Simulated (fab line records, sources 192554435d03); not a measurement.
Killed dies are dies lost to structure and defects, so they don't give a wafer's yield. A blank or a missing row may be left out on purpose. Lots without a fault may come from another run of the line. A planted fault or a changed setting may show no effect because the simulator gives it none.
Chamber matching | flow n5_finfet | N5_FIN_SAQP_ETCH_65 on rie_si-04: 4 sister chambers
The step etches SiO2 in CF4, target depth 4 nm, time 4.4 s. 4 wafers are shown with their chamber, then 12 later ones without.

WAFERS WITH THEIR CHAMBER
wafer  | chamber | throttle_valve_pct (%)
L087.5 | 1       | 21.61
L090.1 | 3       | 22.12
L090.3 | 2       | 21.92
L090.4 | 0       | 21.81

WAFERS WITHOUT THEIR CHAMBER
wafer  | throttle_valve_pct (%)
L091.2 | 21.91
L091.3 | 22.12
L091.6 | 21.91
L092.3 | 22.11
L092.5 | 21.90
L092.6 | 22.12
L095.2 | 21.91
L095.4 | 21.43
L095.6 | 21.81
L097.4 | 21.80
L097.5 | 22.13
L097.6 | 21.41

WHICH CHAMBER EACH WENT THROUGH
wafer  | from the rows above     | in truth
L091.2 | can't be placed: 2 or 0 | 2
L091.3 | 3                       | 3
L091.6 | can't be placed: 2 or 0 | 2
L092.3 | 3                       | 3
L092.5 | can't be placed: 2 or 0 | 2
L092.6 | 3                       | 3
L095.2 | can't be placed: 2 or 0 | 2
L095.4 | 1                       | 1
L095.6 | can't be placed: 0 or 2 | 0
L097.4 | can't be placed: 0 or 2 | 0
L097.5 | 3                       | 3
L097.6 | 1                       | 1
Placed correctly: 6 of 12. Can't be placed from these rows: 6 (the true chamber is among the candidates in 6). Placed wrongly: 0.
How it was worked out, from the rows above alone: a wafer's distance from a chamber is the root of the sum, over the readings, of the square of ((its reading less the chamber's mean) divided by the reading's scatter). The wafer belongs to the nearest chamber; if the next one is less than 2 further off, it can't be placed. A chamber's mean is the mean of its shown wafers. The scatter: with one shown wafer a chamber, the root of the mean of the squares of how far each hidden wafer lies from its nearest shown one.
